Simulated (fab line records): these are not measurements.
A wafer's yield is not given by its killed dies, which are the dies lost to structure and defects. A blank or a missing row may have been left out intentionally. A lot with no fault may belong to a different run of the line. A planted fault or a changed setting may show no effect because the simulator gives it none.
One fault through the eyes of 2 desks ; flow n5Finfet ; numbers are kept per desk, each desk with only its own; the story behind them comes last

THE METROLOGY DESK
What the gauges read, lot by lot, whatever tool the lot ran on: means of the sampled wafers that have a number. If a lot's mean is further than 4 standard deviations from the usual mean, the lot is out of limits and carries the mark OUT (the distance appears in the brackets). Only the readings that lie furthest out on some lot appear, 7 of the 11 it has.
Columns: A = MD_CAP_THK at N5_MOL_CONTACT_COAG_THK_MEAS_29, usual 17.89 nm; B = DIBL_N at N5_BEOL_M4_RC_MEAS_101, usual 36.0 mV/V; C = IOFF_P at N5_BEOL_M4_RC_MEAS_101, usual 0.21 nA/um; D = ION_N at N5_BEOL_M4_RC_MEAS_101, usual 671 uA/um; E = ION_P at N5_BEOL_M4_RC_MEAS_101, usual 461 uA/um; F = VT_N at N5_BEOL_M4_RC_MEAS_101, usual 251 mV; G = VT_P at N5_BEOL_M4_RC_MEAS_101, usual -250 mV
lot;first seen here;A;B;C;D;E;F;G
L423;day 5 10:31;17.83;33.9;0.18;655;449;254;-253
L424;day 5 17:41;18.07;37.0;0.23;677;461;248;-247
L431;day 7 12:26;17.83;34.2;0.20;664;460;251;-250
L432;day 7 21:19;17.87;35.8;0.19;662;459;253;-253
L434;day 8 07:17;17.88;39.4;0.26;682;466;246;-248
L436;day 8 19:16;17.92;37.4;0.23;677;461;251;-249
L442;day 10 01:46;17.95;36.4;0.23;675;467;250;-249
L443;day 10 08:54;17.87;36.8;0.26;683;469;248;-247
L444;day 10 15:52;17.81;38.1;0.25;672;462;249;-247
L445;day 10 22:46;17.78;35.5;0.18;680;465;252;-256
Finding of this desk: none of the 10 lots has anything out of limits.

TOOL OWNER'S DESK, aldSin-03
The tool's own readings at N5_MOL_CONTACT_COAG_ALD_131 (deposits SiO2, target thk 5 nm, pulse time 1 s, co reactant pulse time 1 s): means of the sampled wafers that have a number, for each lot that ran on this tool. If a lot's mean is further than 4 standard deviations from the usual mean, the lot is out of limits and carries the mark OUT (the distance appears in the brackets).
Columns: A = heaterPowerW at N5_MOL_CONTACT_COAG_ALD_131, usual 80 W; B = precursorPulseHeightRel at N5_MOL_CONTACT_COAG_ALD_131, usual 1.000
lot;first seen here;A;B
L423;day 5 11:47;89;1.010
L424;day 5 20:01;90;1.000
L431;day 7 13:58;75;0.977
L432;day 7 22:27;82;1.012
L434;day 8 08:55;82;1.002
Finding of this desk: none of the 5 lots has anything out of limits.

TAKEN TOGETHER
At the metrology desk, nothing out of limits was observed.
The tool owner's desk saw nothing out of limits.

WHAT THE SIMULATOR HAD INSERTED
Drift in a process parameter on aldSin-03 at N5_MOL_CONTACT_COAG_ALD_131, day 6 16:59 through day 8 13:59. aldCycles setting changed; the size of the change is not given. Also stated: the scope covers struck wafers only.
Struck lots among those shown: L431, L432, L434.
